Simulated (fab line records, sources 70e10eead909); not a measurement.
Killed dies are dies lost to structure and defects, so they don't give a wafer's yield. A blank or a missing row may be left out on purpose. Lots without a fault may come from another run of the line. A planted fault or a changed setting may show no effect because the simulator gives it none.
fab line records | flow nand_harc
record lots=24 wafers=72 last_day=24
route steps=1159 shown A_CONTACT@963 A_BLC@975 A_M0@1020 A_M1@1036
lots that met no fault: from a run of the same line without faults
start_h: hours from the record's first day to the start of the lot's first wafer shown | wait_h: hours since the lot's step before | " the same as in the row above | L1.1+2: a row that stands for several wafers | - no value, or no start given | * or withheld: withheld | < > ~ a bound
route shown NAME@n: a module of which the file shows steps, and the number in the route of the first | usual: mean/standard deviation of fault-free wafers | same: alike in all rows | chamber/n: place in a boat | sites: the reading at each site | _std_site: their standard deviation | _edge_site: outer sites' mean less inner sites' | radius_mm: how far each site lies from the wafer's centre | mask NAME#n: copy n | behind: the tool/chamber that last shaped the wafer | hold: why the lot was held/for how many hours/how that ended | device: the transistor (n, p or np) that didn't switch | end of line: the same wafers' tests at the end of the route | a step without rows: its recipe alone | killed: dies lost to structure and defects at the first sort, not the wafer's yield | map: a wafer's dies, x killed, . not, _ none there
set.NAME: the setting as run; set.NAME@STEP: as run at that earlier step | model.NAME: the simulator's own value behind a step, which no gauge read
steps of the route over a sample of lots; a table a step, a row a wafer
services: from which hour (start_h, from the record's first day; less than 0 if before it) a tool's chamber was out of use, for how many hours, and why
## steps
# step NHARC_A_CONTACT_INSPECT_23
# usual raw_defect_count=412/100
# columns lot.wafer tool chamber start_h wait_h raw_defect_count
L077.4 defect_inspect-02 - 396.12 0.1 288
L077.5 " - " " 253
L077.6 " - " " 321
L074.1 defect_inspect-01 - 404.95 0.1 299
L074.2 " - " " 660
L074.4 " - " " 292
L075.1 defect_inspect-02 - 405.15 0.1 312
L075.4 " - " " 311
L075.6 " - " " 281
L079.3 defect_inspect-01 - 405.69 0.1 269
L079.4 " - " " 363
L079.5 " - " " 357
L076.1 defect_inspect-01 - 406.43 0.1 425
L076.4 " - " " 595
L076.6 " - " " 395
L078.2 defect_inspect-01 - 407.19 0.1 346
L078.4 " - " " 409
L078.6 " - " " 266
L080.3 defect_inspect-01 - 421.42 0.1 422
L080.4 " - " " 353
L080.6 " - " " 379
L081.1 defect_inspect-02 - 432.17 0.1 447
L081.4 " - " " 337
L081.5 " - " " 413
L083.3 defect_inspect-01 - 432.91 0.1 287
L083.4 " - " " 398
L083.5 " - " " 428
L082.1 defect_inspect-02 - 434.28 0.1 796
L082.5 " - " " 505
L082.6 " - " " 567
L085.2 defect_inspect-02 - 450.28 0.1 312
L085.4 " - " " 461
L085.6 " - " " 483
L084.1 defect_inspect-02 - 450.81 0.1 422
L084.4 " - " " 493
L084.5 " - " " 546
L087.2 defect_inspect-01 - 457.37 0.1 372
L087.5 " - " " 364
L087.6 " - " " 526
L086.2 defect_inspect-02 - 458.53 0.1 476
L086.5 " - " " 356
L086.6 " - " " 479
L090.1 defect_inspect-02 - 475.88 0.1 593
L090.2 " - " " 555
L090.5 " - " " 463
L089.1 defect_inspect-01 - 483.87 0.1 460
L089.4 " - " " 346
L089.5 " - " " 538
L088.2 defect_inspect-01 - 486.65 0.1 246
L088.4 " - " " 291
L088.5 " - " " 352
L091.3 defect_inspect-02 - 488.17 0.1 322
L091.4 " - " " 422
L091.5 " - " " 494
L093.3 defect_inspect-01 - 494.36 0.1 589
L093.5 " - " " 509
L093.6 " - " " 422
L092.3 defect_inspect-01 - 499.88 0.1 320
L092.4 " - " " 343
L092.6 " - " " 516
L094.2 defect_inspect-02 - 518.32 0.1 351
L094.3 " - " " 350
L094.4 " - " " 243
L096.3 defect_inspect-01 - 518.46 0.1 418
L096.4 " - " " 363
L096.5 " - " " 439
L095.3 defect_inspect-01 - 521.05 0.1 435
L095.4 " - " " 401
L095.6 " - " " 504
L097.3 defect_inspect-02 - 522.92 0.1 439
L097.5 " - " " 481
L097.6 " - " " 423
# step NHARC_A_BLC_OVL_MEAS_11
# usual overlay_x_nm=-0.1/0.8 overlay_y_nm=0.2/0.8
# columns lot.wafer tool chamber start_h wait_h overlay_x_nm overlay_y_nm
L077.4 overlay-02 - 396.72 - -1.4 1.3
L077.5 " - " " -0.7 1.2
L077.6 " - " " -0.5 1.0
L074.1 overlay-02 - 405.42 - -1.1 -0.5
L074.2 " - " " -1.1 0.3
L074.4 " - " " -1.6 -0.1
L075.1 overlay-01 - 405.74 - 0.2 0.5
L075.4 " - " " 0.0 0.0
L075.6 " - " " -0.1 0.6
L079.3 overlay-02 - 406.31 - -0.3 0.9
L079.4 " - " " -0.2 0.9
L079.5 " - " " 0.2 0.8
L076.1 overlay-02 - 406.90 - 0.4 0.6
L076.4 " - " " 0.6 0.7
L076.6 " - " " 0.9 0.8
L078.2 overlay-02 - 407.79 - -0.5 -0.7
L078.4 " - " " -0.3 -0.6
L078.6 " - " " -0.1 -0.6
L080.3 overlay-02 - 421.90 - 0.0 1.4
L080.4 " - " " 0.7 1.3
L080.6 " - " " 0.0 1.4
L081.1 overlay-02 - 432.65 - -1.3 0.6
L081.4 " - " " -0.8 0.3
L081.5 " - " " -0.9 0.4
L083.3 overlay-02 - 433.51 - -1.2 -0.5
L083.4 " - " " -1.2 0.3
L083.5 " - " " -0.7 0.1
L082.1 overlay-01 - 434.91 - -1.0 1.1
L082.5 " - " " -0.8 0.5
L082.6 " - " " -1.1 0.7
L085.2 overlay-01 - 450.74 - 0.8 2.3
L085.4 " - " " 0.3 1.8
L085.6 " - " " 0.7 2.3
L084.1 overlay-01 - 451.40 - -1.3 0.0
L084.4 " - " " -1.1 0.6
L084.5 " - " " -1.0 -0.6
L087.2 overlay-02 - 457.98 - -1.1 -0.5
L087.5 " - " " -0.7 -0.4
L087.6 " - " " -1.3 -0.3
L086.2 overlay-02 - 459.12 - 0.4 -0.2
L086.5 " - " " 0.0 0.3
L086.6 " - " " 0.6 0.4
L090.1 overlay-01 - 476.48 - -0.8 -0.4
L090.2 " - " " -0.6 -0.2
L090.5 " - " " -0.9 -0.6
L089.1 overlay-02 - 484.34 - 0.3 -0.4
L089.4 " - " " 0.0 -0.7
L089.5 " - " " 0.5 -0.7
L088.2 overlay-02 - 487.25 - 0.8 -0.2
L088.4 " - " " 0.6 0.0
L088.5 " - " " 0.2 -0.1
L091.3 overlay-01 - 488.76 - 0.7 0.3
L091.4 " - " " 0.8 0.5
L091.5 " - " " 1.3 0.4
L093.3 overlay-01 - 494.96 - 0.6 -0.7
L093.5 " - " " 0.3 -1.4
L093.6 " - " " 0.6 -1.1
L092.3 overlay-01 - 500.35 - 0.9 -0.8
L092.4 " - " " 1.8 -0.4
L092.6 " - " " 1.5 -0.7
L094.2 overlay-02 - 518.91 - 0.4 -0.2
L094.3 " - " " -0.2 -1.4
L094.4 " - " " 0.2 -1.4
L096.3 overlay-01 - 519.07 - -1.3 0.8
L096.4 " - " " -1.0 0.4
L096.5 " - " " -1.7 0.9
L095.3 overlay-02 - 521.52 - 0.5 0.5
L095.4 " - " " 0.8 0.8
L095.6 " - " " 0.6 0.3
L097.3 overlay-01 - 523.51 - -0.1 0.0
L097.5 " - " " 0.3 -0.3
L097.6 " - " " 0.2 -0.6
# step NHARC_A_M0_THK_MEAS_24
# recipe thk_meas_gauge=xrf
# usual thk_nm=113.4/1.5
# columns lot.wafer tool chamber start_h wait_h thk_nm
L077.4 film_metro-02 - 407.67 - 112.2
L077.5 " - " " 114.1
L077.6 " - " " 114.1
L074.1 film_metro-02 - 414.47 - 115.8
L074.2 " - " " 112.2
L074.4 " - " " 113.7
L075.1 film_metro-02 - 414.97 - 113.8
L075.4 " - " " 114.6
L075.6 " - " " 116.0
L079.3 film_metro-02 - 415.35 - 114.1
L079.4 " - " " 112.3
L079.5 " - " " 114.0
L076.1 film_metro-02 - 416.25 - 115.3
L076.4 " - " " 116.1
L076.6 " - " " 113.0
L078.2 film_metro-02 - 416.88 - 112.3
L078.4 " - " " 113.1
L078.6 " - " " 114.0
L080.3 film_metro-02 - 430.27 - 112.0
L080.4 " - " " 116.4
L080.6 " - " " 114.6
L081.1 film_metro-02 - 439.20 - 114.4
L081.4 " - " " 113.8
L081.5 " - " " 112.3
L083.3 film_metro-02 - 440.25 - 114.9
L083.4 " - " " 114.7
L083.5 " - " " 115.4
L082.1 film_metro-02 - 441.43 - 113.7
L082.5 " - " " 112.0
L082.6 " - " " 111.4
L085.2 film_metro-02 - 457.22 - 117.0
L085.4 " - " " 113.9
L085.6 " - " " 114.0
L084.1 film_metro-01 - 457.93 - 113.6
L084.4 " - " " 114.0
L084.5 " - " " 115.3
L087.2 film_metro-02 - 466.97 - 113.0
L087.5 " - " " 114.0
L087.6 " - " " 115.1
L086.2 film_metro-01 - 472.23 - 110.9
L086.5 " - " " 110.2
L086.6 " - " " 111.7
L090.1 film_metro-01 - 488.25 - 113.7
L090.2 " - " " 113.4
L090.5 " - " " 114.9
L089.1 film_metro-02 - 490.81 - 112.9
L089.4 " - " " 114.8
L089.5 " - " " 112.4
L088.2 film_metro-02 - 497.48 - 110.4
L088.4 " - " " 109.5
L088.5 " - " " 110.7
L091.3 film_metro-02 - 502.61 - 110.6
L091.4 " - " " 113.2
L091.5 " - " " 113.7
L093.3 film_metro-02 - 508.82 - 113.4
L093.5 " - " " 114.8
L093.6 " - " " 116.6
L092.3 film_metro-01 - 509.83 - 112.9
L092.4 " - " " 112.8
L092.6 " - " " 112.9
L094.2 film_metro-01 - 525.65 - 110.6
L094.3 " - " " 115.4
L094.4 " - " " 111.8
L096.3 film_metro-02 - 526.23 - 111.5
L096.4 " - " " 114.0
L096.5 " - " " 109.9
L095.3 film_metro-01 - 528.48 - 111.5
L095.4 " - " " 114.0
L095.6 " - " " 112.6
L097.3 film_metro-02 - 531.37 - 111.5
L097.5 " - " " 113.0
L097.6 " - " " 114.6
# step NHARC_A_M0_INSPECT_27
# usual raw_defect_count=441/120
# columns lot.wafer tool chamber start_h wait_h raw_defect_count
L077.4 defect_inspect-02 - 407.83 0.0 501
L077.5 " - " " 446
L077.6 " - " " 295
L074.1 defect_inspect-02 - 414.62 0.0 524
L074.2 " - " " 580
L074.4 " - " " 592
L075.1 defect_inspect-01 - 415.13 0.0 467
L075.4 " - " " 380
L075.6 " - " " 402
L079.3 defect_inspect-01 - 415.51 0.0 452
L079.4 " - " " 309
L079.5 " - " " 358
L076.1 defect_inspect-02 - 416.41 0.0 352
L076.4 " - " " 295
L076.6 " - " " 262
L078.2 defect_inspect-01 - 417.04 0.0 488
L078.4 " - " " 549
L078.6 " - " " 696
L080.3 defect_inspect-02 - 430.43 0.0 559
L080.4 " - " " 409
L080.6 " - " " 402
L081.1 defect_inspect-01 - 439.36 0.0 527
L081.4 " - " " 558
L081.5 " - " " 431
L083.3 defect_inspect-01 - 440.42 0.0 308
L083.4 " - " " 377
L083.5 " - " " 346
L082.1 defect_inspect-02 - 441.58 0.0 781
L082.5 " - " " 474
L082.6 " - " " 509
L085.2 defect_inspect-02 - 457.38 0.0 321
L085.4 " - " " 432
L085.6 " - " " 438
L084.1 defect_inspect-01 - 458.09 0.0 402
L084.4 " - " " 413
L084.5 " - " " 440
L087.2 defect_inspect-01 - 467.12 0.0 291
L087.5 " - " " 315
L087.6 " - " " 477
L086.2 defect_inspect-02 - 472.39 0.0 353
L086.5 " - " " 633
L086.6 " - " " 339
L090.1 defect_inspect-01 - 488.40 0.0 580
L090.2 " - " " 401
L090.5 " - " " 458
L089.1 defect_inspect-02 - 490.97 0.0 307
L089.4 " - " " 502
L089.5 " - " " 336
L088.2 defect_inspect-01 - 497.64 0.0 667
L088.4 " - " " 387
L088.5 " - " " 487
L091.3 defect_inspect-02 - 502.76 0.0 429
L091.4 " - " " 438
L091.5 " - " " 393
L093.3 defect_inspect-02 - 508.97 0.0 404
L093.5 " - " " 474
L093.6 " - " " 409
L092.3 defect_inspect-02 - 509.99 0.0 375
L092.4 " - " " 442
L092.6 " - " " 352
L094.2 defect_inspect-02 - 525.81 0.0 423
L094.3 " - " " 671
L094.4 " - " " 471
L096.3 defect_inspect-02 - 526.39 0.0 576
L096.4 " - " " 434
L096.5 " - " " 658
L095.3 defect_inspect-02 - 528.64 0.0 404
L095.4 " - " " 343
L095.6 " - " " 370
L097.3 defect_inspect-01 - 531.53 0.0 420
L097.5 " - " " 551
L097.6 " - " " 512
# step NHARC_A_M1_CD_MEAS_09
# recipe target_cd_nm=120 landing_energy_ev=500
# usual cd_nm=120.1/0.66
# columns lot.wafer tool chamber start_h wait_h cd_nm
L077.4 cd_sem-03 0 409.20 - 120.4
L077.5 " 0 " " 119.8
L077.6 " 0 " " 120.5
L074.1 cd_sem-02 0 416.04 - 118.7
L074.2 " 0 " " 120.2
L074.4 " 0 " " 120.0
L075.1 cd_sem-01 0 416.74 - 119.1
L075.4 " 0 " " 120.6
L075.6 " 0 " " 119.8
L079.3 cd_sem-03 0 416.93 - 120.4
L079.4 " 0 " " 120.3
L079.5 " 0 " " 120.8
L076.1 cd_sem-01 0 417.67 - 120.5
L076.4 " 0 " " 120.1
L076.6 " 0 " " 120.8
L078.2 cd_sem-03 0 418.32 - 120.1
L078.4 " 0 " " 120.4
L078.6 " 0 " " 120.1
L080.3 cd_sem-01 0 431.92 - 119.8
L080.4 " 0 " " 119.8
L080.6 " 0 " " 120.7
L081.1 cd_sem-02 0 440.74 - 121.1
L081.4 " 0 " " 120.7
L081.5 " 0 " " 120.4
L083.3 cd_sem-03 0 441.94 - 120.0
L083.4 " 0 " " 120.2
L083.5 " 0 " " 119.3
L082.1 cd_sem-03 0 442.98 - 118.9
L082.5 " 0 " " 120.8
L082.6 " 0 " " 119.8
L085.2 cd_sem-02 0 458.68 - 119.9
L085.4 " 0 " " 119.6
L085.6 " 0 " " 120.0
L084.1 cd_sem-01 0 459.46 - 121.3
L084.4 " 0 " " 120.6
L084.5 " 0 " " 120.2
L087.2 cd_sem-01 0 468.50 - 120.7
L087.5 " 0 " " 120.2
L087.6 " 0 " " 120.7
L086.2 cd_sem-02 0 473.68 - 120.4
L086.5 " 0 " " 119.8
L086.6 " 0 " " 119.5
L090.1 cd_sem-01 0 489.67 - 121.0
L090.2 " 0 " " 120.5
L090.5 " 0 " " 120.6
L089.1 cd_sem-03 0 492.38 - 121.3
L089.4 " 0 " " 121.2
L089.5 " 0 " " 120.5
L088.2 cd_sem-02 0 499.01 - 119.4
L088.4 " 0 " " 119.7
L088.5 " 0 " " 119.8
L091.3 cd_sem-02 0 504.16 - 121.0
L091.4 " 0 " " 119.9
L091.5 " 0 " " 120.8
L093.3 cd_sem-01 0 510.41 - 121.0
L093.5 " 0 " " 119.6
L093.6 " 0 " " 119.9
L092.3 cd_sem-02 0 511.37 - 120.8
L092.4 " 0 " " 120.1
L092.6 " 0 " " 120.0
L094.2 cd_sem-02 0 527.21 - 118.9
L094.3 " 0 " " 119.4
L094.4 " 0 " " 119.4
L096.3 cd_sem-01 0 527.79 - 120.0
L096.4 " 0 " " 120.0
L096.5 " 0 " " 120.0
L095.3 cd_sem-02 0 530.04 - 120.0
L095.4 " 0 " " 118.9
L095.6 " 0 " " 119.9
L097.3 cd_sem-02 0 532.92 - 120.6
L097.5 " 0 " " 120.8
L097.6 " 0 " " 120.5
# step NHARC_A_M1_ETCH_15
# recipe target_depth_a=1825 time_s=91.2 c4f8_flow_sccm=withheld ar_flow_sccm=400 rf_w=600 bias_w=300 chemistry=C4F8/Ar
# usual bias_w=299.8/0.89 oes_product_au=0.948/0.024 rf_vpp_V=440.8/2.7
# columns lot.wafer tool chamber start_h wait_h bias_w oes_product_au rf_hours_counter_h rf_vpp_V
L077.4 rie_diel-08 1 - - 301.1 0.936 7 438.3
L077.5 " 1 " " 300.8 0.932 - 437.9
L077.6 " 2 " " 299.8 0.924 - 436.6
L074.4 rie_diel-13 1 - - 298.1 0.949 3 438.7
L074.2 " 2 " " 298.4 0.977 3 443.7
L074.1 " 3 " " 299.8 0.984 3 441.6
L075.1 rie_diel-13 2 - - 299.8 0.928 3 444.1
L075.4 " 3 " " 300.2 0.927 3 439.5
L075.6 " 3 " " 300.6 0.923 - 440.0
L079.4 rie_diel-01 1 - - 300.0 0.916 8 437.2
L079.3 " 2 " " 300.8 0.919 8 440.5
L079.5 " 1 " " 299.5 0.932 - 439.5
L076.1 rie_diel-13 1 - - 300.1 0.970 3 439.5
L076.4 " 3 " " 299.0 0.968 3 441.3
L076.6 " 2 " " 298.5 0.991 - 444.1
L078.4 rie_diel-13 1 - - 298.6 0.914 3 437.8
L078.2 " 2 " " 300.0 0.941 3 444.4
L078.6 " 3 " " 300.0 0.930 - 441.7
L080.4 rie_diel-13 3 - - 298.8 0.931 3 439.5
L080.3 " 1 " " 299.8 0.920 3 439.8
L080.6 " 3 " " 299.4 0.931 - 441.1
L081.1 rie_diel-08 2 - - 299.1 0.955 8 436.9
L081.4 " 3 " " 300.3 0.960 8 440.9
L081.5 " 1 " " 300.3 0.980 - 438.5
L083.4 rie_diel-08 1 - - 300.2 0.934 9 439.2
L083.3 " 3 " " 300.8 0.912 8 442.7
L083.5 " 2 " " 300.7 0.907 - 436.6
L082.1 rie_diel-13 3 - - 299.8 0.966 4 442.3
L082.5 " 1 " " 299.1 0.952 - 438.9
L082.6 " 2 " " 301.4 0.979 - 444.3
L085.2 rie_diel-08 3 - - 299.1 0.921 10 441.4
L085.6 " 1 " " 300.4 0.933 - 437.1
L085.4 " 2 " " 297.5 0.920 - 436.6
L084.1 rie_diel-08 1 - - 299.0 0.954 10 438.2
L084.4 " 2 " " 299.7 0.939 - 435.7
L084.5 " 3 " " 301.4 0.947 - 440.6
L087.2 rie_diel-13 0 - - 299.5 0.947 0 443.1
L087.6 " 2 " " 300.1 0.981 - 443.2
L087.5 " 3 " " 299.7 0.943 - 440.1
L086.2 rie_diel-08 3 - - 299.8 0.935 11 442.4
L086.5 " 3 " " 300.8 0.921 - 441.2
L086.6 " 0 " " 299.2 0.939 - 444.4
L090.2 rie_diel-13 3 - - 298.8 0.953 1 441.2
L090.1 " 0 " " 300.2 0.953 1 442.1
L090.5 " 0 " " 300.1 0.952 - 443.6
L089.1 rie_diel-13 1 - - 301.4 0.951 1 437.7
L089.4 " 2 " " 299.3 0.971 1 443.8
L089.5 " 1 " " 299.9 0.955 - 439.4
L088.2 rie_diel-08 1 - - 299.5 0.984 1 437.7
L088.4 " 2 " " 298.9 0.989 1 437.1
L088.5 " 1 " " 299.6 0.983 - 438.7
L091.3 rie_diel-13 3 - - 298.2 0.946 1 441.1
L091.4 " 0 " " 300.8 0.944 1 442.9
L091.5 " 2 " " 300.3 0.972 - 445.6
L093.3 rie_diel-01 3 - - 300.9 0.967 0 438.8
L093.5 " 1 " " 300.3 0.984 - 439.4
L093.6 " 2 " " 300.2 0.967 - 440.7
L092.3 rie_diel-08 1 - - 299.1 0.968 2 437.8
L092.4 " 2 " " 300.2 0.966 2 437.5
L092.6 " 0 " " 299.1 0.981 - 443.5
L094.3 rie_diel-13 3 - - 299.7 0.907 2 442.3
L094.2 " 0 " " 298.0 0.918 2 442.5
L094.4 " 2 " " 299.6 0.923 1 445.3
L096.4 rie_diel-13 3 - - 298.3 0.927 2 440.8
L096.3 " 0 " " 300.6 0.931 2 444.0
L096.5 " 3 " " 299.2 0.927 - 440.4
L095.4 rie_diel-13 1 - - 298.7 0.951 2 438.9
L095.3 " 0 " " 298.3 0.968 2 441.7
L095.6 " 2 " " 299.9 0.961 - 443.4
L097.3 rie_diel-01 0 - - 301.3 0.975 3 441.8
L097.5 " 1 " " 300.1 0.980 - 437.2
L097.6 " 2 " " 298.5 0.968 - 440.3
## services
# columns tool chamber start_h hours kind
rie_diel-13 - 389.33 7.8 repair
rie_diel-01 0 395.84 10.0 repair
rie_diel-01 - 399.08 0.2 repair
rie_diel-13 0 407.50 - clean
rie_diel-13 1 407.50 - clean
rie_diel-13 2 407.50 - clean
rie_diel-13 3 407.50 - clean
rie_diel-08 2 424.75 5.9 repair
rie_diel-13 3 427.80 3.1 repair
rie_diel-08 0 431.36 5.8 repair
rie_diel-13 0 432.00 - clean
rie_diel-13 1 432.00 - clean
rie_diel-13 2 432.00 - clean
rie_diel-13 3 432.00 - clean
rie_diel-13 - 453.00 9.0 pm
rie_diel-13 0 453.00 9.0 vent_cycle
rie_diel-13 1 453.00 9.0 vent_cycle
rie_diel-13 2 453.00 9.0 vent_cycle
rie_diel-13 3 453.00 9.0 vent_cycle
rie_diel-08 0 453.09 8.0 repair
rie_diel-13 0 462.00 - clean
rie_diel-08 - 478.81 9.0 pm
rie_diel-01 - 491.80 9.0 pm
rie_diel-08 - 526.29 0.5 repair
## key
fault none
